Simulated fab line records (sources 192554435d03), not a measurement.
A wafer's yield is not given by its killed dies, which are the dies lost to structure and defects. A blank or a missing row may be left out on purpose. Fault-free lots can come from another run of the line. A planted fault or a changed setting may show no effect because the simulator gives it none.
Chamber matching	flow n5-finfet	rie-diel-01 running N5_BEOL_M4_DESCUM_16: 4 sister chambers
The step chemistry O2, time 7 s. 8 wafers are shown with their chamber, then 7 later ones without.

WAFERS, EACH WITH ITS CHAMBER
wafer	chamber	drypump-motor-current-A (A)	showerhead-plenum-p-Torr (Torr)
L901.4	3	6.4	2.09
L906.1	3	6.4	2.08
L915.5	2	5.6	2.05
L915.6	1	5.9	2.07
L916.3	1	6.0	2.07
L916.6	0	6.2	2.18
L917.1	0	6.2	2.18
L917.3	2	5.5	2.05

WAFERS WITH NO CHAMBER GIVEN
wafer	drypump-motor-current-A (A)	showerhead-plenum-p-Torr (Torr)
L917.4	5.9	2.07
L918.1	5.5	2.05
L918.3	6.2	2.18
L918.6	6.4	2.07
L919.1	6.0	2.07
L919.5	6.2	2.18
L919.6	6.4	2.07

WHICH CHAMBER EACH WENT THROUGH
wafer	from the rows above	in truth
L917.4	1	1
L918.1	2	2
L918.3	0	0
L918.6	3	3
L919.1	1	1
L919.5	0	0
L919.6	3	3
Correct placement for 7 of the 7. Left unplaced by these rows: 0. 0 placed wrongly.
How it was worked out, from the rows above alone: a wafer's distance from a chamber is the root of the sum, over the readings, of the square of ((its reading less the chamber's mean) divided by the reading's scatter). If the next closest chamber is less than 2 further off than the closest, the wafer can't be placed; otherwise it belongs to the closest. The mean given for a chamber averages the wafers shown for that chamber. The scatter is the square root of a quotient: the sum, over the shown wafers, of each reading's squared deviation from its chamber's mean, divided by wafers minus chambers.
